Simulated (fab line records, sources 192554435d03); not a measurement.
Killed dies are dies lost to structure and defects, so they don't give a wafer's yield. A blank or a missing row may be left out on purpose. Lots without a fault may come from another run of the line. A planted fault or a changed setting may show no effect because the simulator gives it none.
Chamber matching | flow n5_finfet | N5_BEOL_M5_DEP_56 on pecvd-04: 3 sister chambers
The step deposits SiCN from 3MS/NH3, target thk 8 nm, time 14 s. 3 wafers are shown with their chamber, then 7 later ones without.

WAFERS WITH THEIR CHAMBER
wafer  | chamber | throttle_valve_pct (%)
L084.5 | 1       | 9.27
L079.1 | 2       | 8.92
L079.2 | 0       | 9.36

WAFERS WITHOUT THEIR CHAMBER
wafer  | throttle_valve_pct (%)
L079.6 | 9.02
L096.1 | 9.14
L096.3 | 9.21
L096.6 | 9.16
L095.1 | 9.04
L095.4 | 9.05
L095.6 | 9.04

WHICH CHAMBER EACH WENT THROUGH
wafer  | from the rows above          | in truth
L079.6 | can't be placed: 2 or 1      | 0
L096.1 | can't be placed: 1 or 0 or 2 | 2
L096.3 | can't be placed: 1 or 0      | 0
L096.6 | can't be placed: 1 or 0 or 2 | 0
L095.1 | can't be placed: 2 or 1 or 0 | 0
L095.4 | can't be placed: 2 or 1 or 0 | 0
L095.6 | can't be placed: 2 or 1 or 0 | 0
Placed correctly: 0 of 7. Can't be placed from these rows: 7 (the true chamber is among the candidates in 6). Placed wrongly: 0.
How it was worked out, from the rows above alone: a wafer's distance from a chamber is the root of the sum, over the readings, of the square of ((its reading less the chamber's mean) divided by the reading's scatter). The wafer belongs to the nearest chamber; if the next one is less than 2 further off, it can't be placed. A chamber's mean is the mean of its shown wafers. The scatter: with one shown wafer a chamber, the root of the mean of the squares of how far each hidden wafer lies from its nearest shown one.
